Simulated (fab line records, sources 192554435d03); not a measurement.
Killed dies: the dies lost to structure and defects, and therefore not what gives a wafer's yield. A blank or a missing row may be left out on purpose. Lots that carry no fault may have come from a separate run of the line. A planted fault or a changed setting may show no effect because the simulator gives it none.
fab line records ; flow n5-finfet
record lots=7; wafers=39
route steps=1938 shown WELL_APT@26 FIN_SAQP@110 SD_EPI_P@321 HKMG_FIN@448 BEOL_M1@814 BEOL_M3@1002 BEOL_M4@1024
start-h: hours from the record's first day to the start of the lot's first wafer shown ; wait-h: hours since the lot's step before ; " as in the row above ; L1.1+2: one row covering several wafers at once ; - value missing, or start not given ; * or withheld: withheld ; < > ~ a bound
route shown NAME@n: NAME is a module with steps in the file, n the number in the route of the first one ; usual: mean/standard deviation taken from wafers without a fault ; same: alike in all rows ; chamber/n: place in a boat ; sites: each site's reading ; _std_site: the standard deviation of these ; _edge_site: the outer-site mean with the inner-site mean subtracted ; radius-mm: for every site, how far away it sits from the centre of the wafer ; mask NAME#n: copy n ; behind: tool/chamber where the wafer was last shaped ; hold: reason for holding the lot/hours on hold/outcome of the hold ; device: names the non-switching transistor (n, p or np) ; end of line: the route-end tests of the same wafers ; where a step has no rows: the recipe by itself ; killed: count of dies lost to structure and defects at first sort (not the wafer's yield) ; map: shows each die of a wafer: x if killed, . if not, _ if none is there
set.NAME: the run value of the setting; set.NAME@STEP: its run value at that earlier step ; model.NAME: the simulator's own value behind a step, which no gauge read
one table per step and one row per wafer, for lots whose settings were changed on purpose
## steps
# step N5_WELL_APT_DEVELOP_07
# recipe develop-time-s=45; rinse-liquid=surfactant-rinse; dry=air-spin; dev-temp-c=21
# step N5_FIN_SAQP_DEVELOP_15
# recipe develop-time-s=30; developer=TMAH; resist=CAR-ArF; dev-temp-c=23; rinse-liquid=diw; dry=air-spin
# step N5_SD_EPI_P_EPI_21
# recipe material=SiGe:B; dopant=B; temp-c=550; pressure-torr=20; ambient=H2; time-s=355
# step N5_HKMG_FIN_NWFM_ALD_20
# recipe material=TiAlC; target-thk-a=20; temp-c=300; ald-precursor-family=TiCl4; ald-co-reactant=TEA; pulse-time-s=3; purge-time-s=2; co-reactant-purge-time-s=2; co-reactant-pulse-time-s=10; ald-cycles=7; pressure-torr=3
# step N5_BEOL_M1_SPUTTER_48
# recipe material=Cu; target-thk-a=45; temp-c=-20; chamber-pressure-pa=0.07; power-w=withheld; time-s=8.29
# step N5_BEOL_M3_SPUTTER_88
# step N5_BEOL_M4_HM_DEP_02
# recipe material=TiN; target-thk-a=200; temp-c=25; chamber-pressure-pa=0.49996
# step N5_BEOL_M4_RC_MEAS_101
# usual ION_N=673/10; RS_SD_P=65.6/1.1; VT_N=250.5/2.9; VT_N_LONG=275.7/1.9; VT_N_LVT=100/3.1
lot.wafer;tool;chamber;start-h;wait-h;set.develop-time-s@WELL_APT_DEVELOP_07;set.develop-time-s@FIN_SAQP_DEVELOP_15;set.time-s@SD_EPI_P_EPI_21;set.ald-cycles@HKMG_FIN_NWFM_ALD_20;set.time-s@BEOL_M1_SPUTTER_48;set.target-thk-a@BEOL_M3_SPUTTER_88;set.target-thk-a@BEOL_M4_HM_DEP_02;ION_N[uA/um];RS_SD_P[ohm/sq];VT_N[mV];VT_N_LONG[mV];VT_N_LVT[mV]
L077.1;prober-01;0;199.89;0.0;45;47.8;215.2;7;8.29;53.7;200;673;99.9;253.1;275.5;101
L077.2;prober-01;0;199.89;0.0;45;30;355;7;8.29;45;200;675;66.0;252.2;277.7;98
L077.3;prober-01;0;199.89;0.0;45;47.8;355;7;3.627;45;200;696;65.1;247.0;278.6;96
L077.4;prober-01;0;199.89;0.0;24.34;30;355;7;3.627;53.7;235.9;690;65.5;247.2;278.3;97
L077.5;prober-01;0;199.89;0.0;24.34;30;215.2;7;8.29;45;235.9;697;100.8;243.6;276.5;94
L077.6;prober-01;0;199.89;0.0;24.34;47.8;215.2;7;3.627;53.7;235.9;681;101.5;248.7;276.2;98
L080.1;prober-01;0;207.21;0.0;45;35.62;475.1;7;3.734;45;200;677;53.8;247.6;275.0;98
L080.2;prober-01;0;207.21;0.0;57.97;35.62;475.1;7;8.29;20.5;147;679;53.4;247.4;276.5;98
L080.3;prober-01;0;207.21;0.0;57.97;30;355;7;8.29;45;147;676;65.1;251.1;273.2;102
L080.4;prober-01;0;207.21;0.0;45;30;475.1;9;8.29;20.5;200;746;53.9;218.0;240.6;68
L080.5;prober-01;0;207.21;0.0;45;30;355;9;3.734;20.5;147;751;65.3;218.0;239.9;65
L080.6;prober-01;0;207.21;0.0;57.97;35.62;355;9;3.734;45;200;751;66.0;218.5;239.5;68
L082.1;prober-02;0;228.00;0.0;53.68;30;355;7;6.309;45;154.4;665;64.0;253.7;277.7;101
L082.2;prober-02;0;228.00;0.0;45;30;253.7;7;8.29;45;200;692;82.1;247.8;278.2;97
L082.3;prober-02;0;228.00;0.0;53.68;44.65;253.7;7;8.29;45;154.4;687;83.4;250.7;277.7;102
L082.4;prober-02;0;228.00;0.0;53.68;44.65;253.7;7;6.309;45;154.4;687;84.0;247.8;277.0;96
L082.5;prober-02;0;228.00;0.0;45;44.65;355;7;8.29;45;200;688;64.3;247.5;278.4;97
L082.6;prober-02;0;228.00;0.0;45;30;355;7;6.309;45;200;679;63.7;253.0;277.5;102
L084.3;prober-02;0;252.63;0.3;45;30;355;7;8.29;45;200;651;64.0;258.1;276.3;109
L084.4;prober-02;0;252.63;0.3;45;30;355;7;8.29;45;200;678;64.2;251.4;276.2;99
L084.6;prober-02;0;252.63;0.3;45;30;355;7;8.29;45;200;666;64.4;253.0;274.5;102
L088.1;prober-02;0;267.80;0.0;55.27;30;456.2;7;3.841;37.55;200;669;55.7;248.4;275.3;102
L088.2;prober-02;0;267.80;0.0;45;30;456.2;7;3.841;45;166.5;668;55.9;250.9;275.8;101
L088.3;prober-02;0;267.80;0.0;55.27;46.79;355;3;3.841;45;200;414;66.9;371.5;394.6;220
L088.4;prober-02;0;267.80;0.0;55.27;46.79;355;7;8.29;37.55;166.5;655;66.2;257.7;278.1;107
L088.5;prober-02;0;267.80;0.0;45;30;355;3;8.29;45;200;408;67.4;375.1;392.3;225
L088.6;prober-02;0;267.80;0.0;45;46.79;456.2;3;8.29;37.55;166.5;411;56.5;368.1;397.1;218
L089.1;prober-01;0;279.59;0.0;45;30;489.1;10;13.2;45;135.4;769;53.8;208.2;229.8;57
L089.2;prober-01;0;279.59;0.0;21.99;41.62;355;7;8.29;45;135.4;665;65.8;249.0;277.1;102
L089.3;prober-01;0;279.59;0.0;21.99;30;489.1;7;8.29;45;200;660;54.5;255.1;273.6;105
L089.4;prober-01;0;279.59;0.0;45;41.62;355;10;13.2;45;200;764;66.0;207.7;227.8;60
L089.5;prober-01;0;279.59;0.0;45;30;355;7;13.2;45;200;660;67.1;252.4;274.4;106
L089.6;prober-01;0;279.59;0.0;21.99;41.62;489.1;10;8.29;45;135.4;778;54.2;204.8;226.6;55
L095.1;prober-02;0;306.03;0.0;45;40.58;355;9;8.29;45;168.7;760;66.2;216.8;241.3;64
L095.2;prober-02;0;306.03;0.0;45;30;541.2;9;8.29;60.38;200;760;49.8;214.2;242.1;62
L095.3;prober-02;0;306.03;0.0;28.33;40.58;541.2;7;8.29;45;200;668;49.9;252.3;275.4;98
L095.4;prober-02;0;306.03;0.0;28.33;40.58;355;7;8.29;60.38;168.7;676;66.4;247.6;275.5;98
L095.5;prober-02;0;306.03;0.0;28.33;30;355;9;8.29;45;200;750;66.3;217.6;238.1;66
L095.6;prober-02;0;306.03;0.0;45;30;541.2;7;8.29;60.38;168.7;673;49.2;247.1;277.5;97
## key
split step=N5_WELL_APT_DEVELOP_07; setting=develop-time-s; stated-as=45
response none clear
split step=N5_FIN_SAQP_DEVELOP_15; setting=develop-time-s; stated-as=30
response none clear
split step=N5_SD_EPI_P_EPI_21; setting=time-s; stated-as=355
response step=N5_BEOL_M4_RC_MEAS_101; reading=RS_SD_P; slope=-0.442; per=1%; together-with=all; explained=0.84
split step=N5_HKMG_FIN_NWFM_ALD_20; setting=ald-cycles; stated-as=7
response step=N5_BEOL_M4_RC_MEAS_101; reading=ION_N; slope=+3.47; per=1%; together-with=all; explained=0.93
response step=N5_BEOL_M4_RC_MEAS_101; reading=VT_N_LONG; slope=-1.59; per=1%; together-with=all; explained=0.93
response step=N5_BEOL_M4_RC_MEAS_101; reading=VT_N_LVT; slope=-1.56; per=1%; together-with=all; explained=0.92
response step=N5_BEOL_M4_RC_MEAS_101; reading=VT_N; slope=-1.56; per=1%; together-with=all; explained=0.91
split step=N5_BEOL_M1_SPUTTER_48; setting=time-s; stated-as=8.29
response none clear
split step=N5_BEOL_M3_SPUTTER_88; setting=target-thk-a; stated-as=45
response none clear
split step=N5_BEOL_M4_HM_DEP_02; setting=target-thk-a; stated-as=200
response none clear
